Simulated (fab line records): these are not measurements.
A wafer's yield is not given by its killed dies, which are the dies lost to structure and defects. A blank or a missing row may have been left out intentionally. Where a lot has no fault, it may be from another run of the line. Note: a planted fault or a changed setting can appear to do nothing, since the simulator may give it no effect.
Chamber matching -- flow n5 finfet -- N5_PASSIVATION_PECVD_00 on pecvd-02 has 3 sister chambers
The step deposits SiO2 from SiH4/N2O, target thk 200 nm, time 11.2 s. 3 wafers are shown with their chamber, then 9 later ones without.

## WAFERS PAIRED WITH THEIR CHAMBERS
wafer,chamber,throttle valve pct (%)
L087.4,2,46
L089.1,0,53
L089.6,1,53

## WAFERS WITHOUT THEIR CHAMBER
wafer,throttle valve pct (%)
L086.2,53
L086.4,53
L086.6,46
L091.1,53
L091.4,53
L091.5,53
L097.1,54
L097.4,46
L097.6,53

## THE CHAMBER EACH PASSED THROUGH
wafer,from the rows above,in truth
L086.2,can't be placed: 0 or 1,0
L086.4,can't be placed: 0 or 1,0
L086.6,2,2
L091.1,can't be placed: 0 or 1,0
L091.4,can't be placed: 0 or 1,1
L091.5,can't be placed: 0 or 1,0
L097.1,can't be placed: 0 or 1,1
L097.4,2,2
L097.6,can't be placed: 0 or 1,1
2 of 9 placed correctly. These rows do not allow placing 7 (true chamber among the candidates in 7). Placed wrongly: 0.
How it was worked out, from the rows above alone: a wafer's distance from a chamber is the root of the sum, over the readings, of the square of ((its reading less the chamber's mean) divided by the reading's scatter). If the next closest chamber is less than 2 further off than the closest, the wafer can't be placed; otherwise it belongs to the closest. For every chamber, the mean is computed from those of its wafers that are shown. The scatter: with one shown wafer a chamber, the root of the mean of the squares of how far each hidden wafer lies from its nearest shown one.
